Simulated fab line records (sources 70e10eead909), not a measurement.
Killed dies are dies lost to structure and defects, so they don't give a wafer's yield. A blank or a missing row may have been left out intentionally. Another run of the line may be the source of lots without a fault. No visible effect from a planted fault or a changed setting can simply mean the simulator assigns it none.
Matching of chambers ; flow nand-harc ; NHARC_P_M2_CMP_23 on cmp-03: 4 sister chambers
The step polishes, t overpolish 20 s, target thk 144.3 nm. 4 wafers are shown with their chamber, then 9 later ones without.

## WAFERS PAIRED WITH THEIR CHAMBERS
wafer;chamber;motor-current-A (A)
L086.3;1;12.5
L087.1;0;11.3
L087.2;3;11.6
L087.3;2;11.9

## WAFERS WITH NO CHAMBER GIVEN
wafer;motor-current-A (A)
L089.2;11.8
L089.4;11.2
L089.5;12.4
L088.2;12.1
L088.3;11.9
L088.6;11.8
L095.1;12.1
L095.4;11.6
L095.6;12.0

## WHICH CHAMBER EACH WENT THROUGH
wafer;from the rows above;in truth
L089.2;can't be placed: 2 or 3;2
L089.4;0;0
L089.5;1;1
L088.2;can't be placed: 2 or 1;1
L088.3;2;2
L088.6;can't be placed: 2 or 3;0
L095.1;can't be placed: 2 or 1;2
L095.4;3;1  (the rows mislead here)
L095.6;2;2
Placed correctly: 4 of 9. Unplaceable from these rows: 4, with the true chamber sitting among the candidates in 3. Placed wrongly: 1.
How it was worked out, from the rows above alone: a wafer's distance from a chamber is the root of the sum, over the readings, of the square of ((its reading less the chamber's mean) divided by the reading's scatter). The wafer belongs to the nearest chamber; if the next one is less than 2 further off, it can't be placed. Each chamber's mean is taken over the wafers shown for it. The scatter: with one shown wafer a chamber, the root of the mean of the squares of how far each hidden wafer lies from its nearest shown one.
